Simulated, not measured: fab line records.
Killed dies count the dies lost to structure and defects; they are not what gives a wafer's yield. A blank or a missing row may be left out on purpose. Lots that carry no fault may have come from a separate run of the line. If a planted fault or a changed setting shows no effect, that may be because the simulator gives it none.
fab line records ; flow n5_finfet
[record] lots = 12; wafers = 36; last_day = 19
route steps=1938 shown BEOL_M5@1191 BEOL_M6@1196
lots with no fault: from the same line, run without faults
start_h: start of the lot's first displayed wafer, in hours after the record's first day ; wait_h: how many hours have passed since the lot's step before this one ; " the same as in the row above ; L1.1+2: a single row standing in for several wafers ; - either no value or no given start ; * or withheld: withheld ; < > ~ a bound
route shown NAME@n: names a module that has steps shown in the file, with the first one's number in the route ; usual: average and standard deviation across the fault-free wafers ; same: alike in all rows ; chamber/n: place in a boat ; sites: per-site readings ; _std_site: the standard deviation of these ; _edge_site: the outer-site mean with the inner-site mean subtracted ; radius_mm: how far each site lies from the wafer's centre ; mask NAME#n: copy n ; behind: the last tool/chamber to shape the wafer ; hold: reason for holding the lot/hours on hold/outcome of the hold ; device: the n, p or np transistor that did not switch ; end of line: the same wafers' tests at the end of the route ; where a step has no rows: the recipe by itself ; killed: dies that structure and defects cost at the first sort, which is not the same as the wafer's yield ; map: dies across one wafer; x = killed, . = not, _ = none there
set.NAME: setting as actually run; set.NAME@STEP: the setting as run at that earlier step ; model.NAME: the simulator's own value behind a step, which no gauge read
a sample of lots followed through the steps of the route, with each step as a table and each wafer as a row
services: the hour from which a tool's chamber was out of use, counted from the record's first day as start_h (under 0 if before that day), plus the number of hours and why
[[steps]]
[step N5_BEOL_M5_DEP_56]
[recipe] material = SiCN; target_thk_a = 80; temp_c = withheld; precursor = 3MS/NH3; pressure_torr = 3; rf_w = 202; time_s = 14
[usual] rf_fwd_power_W = 198.9/0.84; showerhead_plenum_p_Torr = 3.666/0.013; showerhead_vpp_V = 855/45; throttle_valve_pct = 9.0/0.46
lot.wafer;tool;chamber;start_h;wait_h;rf_fwd_power_W;showerhead_plenum_p_Torr;showerhead_vpp_V;throttle_valve_pct
L972.1;pecvd-02;1;221.34;0.0;199.1;3.644;884;8.7
L972.3;pecvd-02;2;221.34;0.0;198.4;3.674;814;9.3
L972.6;pecvd-02;0;221.34;0.0;199.1;3.682;859;9.6
L976.1;pecvd-02;2;257.09;0.0;197.9;3.671;816;9.1
L976.3;pecvd-02;1;257.09;0.0;197.3;3.646;858;8.8
L976.4;pecvd-02;0;257.09;0.0;198.8;3.670;879;9.5
L977.1;pecvd-04;2;263.25;0.0;200.0;3.680;865;8.7
L977.4;pecvd-04;2;263.25;0.0;199.6;3.678;859;8.7
L977.6;pecvd-04;0;263.25;0.0;198.7;3.682;900;9.7
L982.1;pecvd-03;2;291.15;0.0;198.2;3.676;815;8.3
L982.4;pecvd-03;2;291.15;0.0;197.4;3.686;795;8.1
L982.6;pecvd-03;1;291.15;0.0;199.7;3.659;938;9.5
L981.2;pecvd-03;0;291.43;0.0;199.0;3.663;851;9.5
L981.4;pecvd-03;0;291.43;0.0;198.9;3.652;851;9.3
L981.6;pecvd-03;2;291.43;0.0;198.1;3.671;813;8.1
L984.1;pecvd-03;1;320.56;0.0;198.1;3.663;929;9.5
L984.5;pecvd-03;0;320.56;0.0;199.8;3.657;853;9.4
L984.6;pecvd-03;1;320.56;0.0;199.4;3.651;936;9.5
L988.3;pecvd-04;2;324.96;0.0;199.0;3.681;877;9.0
L988.4;pecvd-04;2;324.96;0.0;198.9;3.682;851;9.1
L988.5;pecvd-04;1;324.96;0.0;195.9;3.643;782;8.5
L989.1;pecvd-03;1;342.36;0.0;200.3;3.655;944;9.3
L989.2;pecvd-03;2;342.36;0.0;198.6;3.667;819;8.4
L989.6;pecvd-03;2;342.36;0.0;196.8;3.666;816;8.7
L992.1;pecvd-02;2;357.02;0.0;199.3;3.670;835;9.5
L992.2;pecvd-02;0;357.02;0.0;198.4;3.680;876;9.1
L992.5;pecvd-02;1;357.02;0.0;197.7;3.653;877;8.9
L993.2;pecvd-04;2;358.31;0.0;199.6;3.674;862;9.0
L993.5;pecvd-04;2;358.31;0.0;199.7;3.680;857;8.8
L993.6;pecvd-04;0;358.31;0.0;200.2;3.677;882;9.5
L994.2;pecvd-02;0;360.70;0.0;199.1;3.681;857;9.2
L994.4;pecvd-02;0;360.70;0.0;198.9;3.682;877;9.4
L994.5;pecvd-02;2;360.70;0.0;198.2;3.685;815;9.1
L995.2;pecvd-03;2;365.11;0.0;198.9;3.676;804;8.4
L995.3;pecvd-03;0;365.11;0.0;199.3;3.656;838;9.3
L995.6;pecvd-03;0;365.11;0.0;199.2;3.664;846;9.5
[step N5_BEOL_M6_THK_MEAS_01]
[recipe] reads = SiCOH_lowk_of_BEOL_M6_ILD_DEP_00
[usual] M6_ILD_THK = 155.6/2
lot.wafer;tool;chamber;start_h;wait_h;M6_ILD_THK[nm]
L972.1;film_metro-02;-;222.05;0.4;152.8
L972.3;film_metro-02;-;222.05;0.4;155.9
L972.6;film_metro-02;-;222.05;0.4;155.8
L976.1;film_metro-02;-;257.80;0.4;154.7
L976.3;film_metro-02;-;257.80;0.4;154.5
L976.4;film_metro-02;-;257.80;0.4;156.7
L977.1;film_metro-02;-;264.14;0.4;156.8
L977.4;film_metro-02;-;264.14;0.4;156.4
L977.6;film_metro-02;-;264.14;0.4;156.6
L982.1;film_metro-02;-;291.86;0.4;154.4
L982.4;film_metro-02;-;291.86;0.4;158.8
L982.6;film_metro-02;-;291.86;0.4;158.7
L981.2;film_metro-01;-;292.14;0.4;153.6
L981.4;film_metro-01;-;292.14;0.4;157.4
L981.6;film_metro-01;-;292.14;0.4;158.6
L984.1;film_metro-01;-;321.27;0.4;155.4
L984.5;film_metro-01;-;321.27;0.4;158.4
L984.6;film_metro-01;-;321.27;0.4;158.3
L988.3;film_metro-01;-;325.74;0.3;154.7
L988.4;film_metro-01;-;325.74;0.3;155.7
L988.5;film_metro-01;-;325.74;0.3;156.3
L989.1;film_metro-01;-;343.07;0.4;154.9
L989.2;film_metro-01;-;343.07;0.4;154.5
L989.6;film_metro-01;-;343.07;0.4;157.5
L992.1;film_metro-02;-;358.21;0.8;156.9
L992.2;film_metro-02;-;358.21;0.8;154.9
L992.5;film_metro-02;-;358.21;0.8;157.0
L993.2;film_metro-02;-;359.02;0.4;156.0
L993.5;film_metro-02;-;359.02;0.4;159.3
L993.6;film_metro-02;-;359.02;0.4;156.7
L994.2;film_metro-01;-;361.90;0.7;152.1
L994.4;film_metro-01;-;361.90;0.7;153.8
L994.5;film_metro-01;-;361.90;0.7;157.1
L995.2;film_metro-01;-;365.82;0.4;153.6
L995.3;film_metro-01;-;365.82;0.4;155.7
L995.6;film_metro-01;-;365.82;0.4;159.7
[step N5_BEOL_M6_COAT_60]
[recipe] resist = SiARC; temp_c = 220; time_s = 60; spin_rpm = 1500; resist_thk_nm = 35
[usual] plate_temp_C = 220.00/0.17; spin_speed_rpm = 1500.1/1.2
lot.wafer;tool;chamber;start_h;wait_h;plate_temp_C;spin_speed_rpm
L972.1;litho_track-03;0;223.55;-;220.09;1501.0
L972.3;litho_track-03;0;223.55;-;219.83;1500.9
L972.6;litho_track-03;0;223.55;-;219.75;1500.9
L976.1;litho_track-03;0;259.74;-;220.23;1499.6
L976.3;litho_track-03;0;259.74;-;220.32;1501.0
L976.4;litho_track-03;0;259.74;-;220.42;1501.6
L977.1;litho_track-04;0;265.41;-;220.02;1499.9
L977.4;litho_track-04;0;265.41;-;220.24;1500.3
L977.6;litho_track-04;0;265.41;-;219.99;1500.7
L982.1;litho_track-03;0;292.16;-;220.09;1499.6
L982.4;litho_track-03;0;292.16;-;220.16;1498.1
L982.6;litho_track-03;0;292.16;-;219.94;1499.6
L981.2;litho_track-03;0;295.01;-;219.94;1500.4
L981.4;litho_track-03;0;295.01;-;219.73;1500.3
L981.6;litho_track-03;0;295.01;-;220.07;1499.5
L984.1;litho_track-03;0;322.26;-;220.10;1547.7
L984.5;litho_track-03;0;322.26;-;220.01;1548.0
L984.6;litho_track-03;0;322.26;-;220.42;1549.1
L988.3;litho_track-03;0;326.99;-;219.89;1547.6
L988.4;litho_track-03;0;326.99;-;219.84;1548.4
L988.5;litho_track-03;0;326.99;-;219.93;1548.2
L989.1;litho_track-02;0;343.66;-;219.89;1498.4
L989.2;litho_track-02;0;343.66;-;220.11;1499.3
L989.6;litho_track-02;0;343.66;-;219.90;1498.3
L992.1;litho_track-02;0;360.44;-;220.07;1498.6
L992.2;litho_track-02;0;360.44;-;219.73;1502.0
L992.5;litho_track-02;0;360.44;-;220.05;1499.3
L993.2;litho_track-02;0;360.80;-;219.98;1500.5
L993.5;litho_track-02;0;360.80;-;220.00;1499.6
L993.6;litho_track-02;0;360.80;-;220.21;1498.8
L994.2;litho_track-04;0;362.67;-;219.96;1499.2
L994.4;litho_track-04;0;362.67;-;219.89;1499.3
L994.5;litho_track-04;0;362.67;-;220.02;1498.7
L995.2;litho_track-02;0;368.82;-;220.05;1498.5
L995.3;litho_track-02;0;368.82;-;220.10;1500.8
L995.6;litho_track-02;0;368.82;-;220.29;1499.9
[step N5_BEOL_M6_CD_MEAS_11]
[recipe] target_cd_nm = 38.5; landing_energy_ev = 500; detector = se_inlens; polarity = opening
[usual] cd_nm = 38.4/0.5
lot.wafer;tool;chamber;start_h;wait_h;cd_nm
L972.1;cd_sem-01;0;223.79;-;38.6
L972.3;cd_sem-01;0;223.79;-;38.3
L972.6;cd_sem-01;0;223.79;-;38.7
L976.1;cd_sem-01;0;260.11;-;37.8
L976.3;cd_sem-01;0;260.11;-;38.5
L976.4;cd_sem-01;0;260.11;-;38.2
L977.1;cd_sem-01;0;265.65;-;38.9
L977.4;cd_sem-01;0;265.65;-;38.8
L977.6;cd_sem-01;0;265.65;-;39.0
L982.1;cd_sem-02;0;292.53;-;37.7
L982.4;cd_sem-02;0;292.53;-;37.6
L982.6;cd_sem-02;0;292.53;-;37.3
L981.2;cd_sem-01;0;295.38;-;38.3
L981.4;cd_sem-01;0;295.38;-;37.8
L981.6;cd_sem-01;0;295.38;-;37.6
L984.1;cd_sem-03;0;322.63;-;38.5
L984.5;cd_sem-03;0;322.63;-;39.0
L984.6;cd_sem-03;0;322.63;-;38.5
L988.3;cd_sem-02;0;327.23;-;38.5
L988.4;cd_sem-02;0;327.23;-;38.5
L988.5;cd_sem-02;0;327.23;-;38.7
L989.1;cd_sem-02;0;344.03;-;38.4
L989.2;cd_sem-02;0;344.03;-;38.4
L989.6;cd_sem-02;0;344.03;-;38.1
L992.1;cd_sem-01;0;360.81;-;38.1
L992.2;cd_sem-01;0;360.81;-;38.2
L992.5;cd_sem-01;0;360.81;-;38.6
L993.2;cd_sem-03;0;361.17;-;39.1
L993.5;cd_sem-03;0;361.17;-;38.2
L993.6;cd_sem-03;0;361.17;-;38.5
L994.2;cd_sem-03;0;363.04;-;38.0
L994.4;cd_sem-03;0;363.04;-;38.2
L994.5;cd_sem-03;0;363.04;-;37.6
L995.2;cd_sem-01;0;369.19;-;37.8
L995.3;cd_sem-01;0;369.19;-;38.6
L995.6;cd_sem-01;0;369.19;-;37.6
[[services]]
tool;chamber;start_h;hours;kind
pecvd-03;1;229.11;16.5;scheduled_down
pecvd-03;-;229.72;4.3;pm
pecvd-03;0;236.89;5.9;repair
pecvd-04;0;248.19;5.5;scheduled_down
pecvd-04;0;263.69;2.1;scheduled_down
litho_track-03;-;272.45;-;consumable_replace:filter
pecvd-02;0;273.39;5.5;scheduled_down
pecvd-03;2;286.05;2.1;scheduled_down
pecvd-04;2;294.97;5.5;scheduled_down
pecvd-03;-;296.50;5.5;pm
pecvd-02;-;308.73;1.0;repair
pecvd-03;-;346.72;1.8;repair
pecvd-02;1;357.81;13.2;repair
[[key]]
[first_sign] step = N5_BEOL_M6_COAT_60; reading = spin_speed_rpm; direction = up; sigmas = 39; usual = *; struck = *
effect none on later readings
met_at N5_BEOL_M6_COAT_60
struck_lots L984,L988
not_acting_at N5_BEOL_M5_DEP_56,N5_BEOL_M6_THK_MEAS_01,N5_BEOL_M6_CD_MEAS_11
onset_between 295.01 322.26
[fault] kind = process_parameter_drift; tool = litho_track-03; chamber = -; onset_h = 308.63; steps = N5_BEOL_M6_COAT_60; channel = spin_rpm; offset = *; shape = step; end_h = 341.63; acts_in = *; stated = *
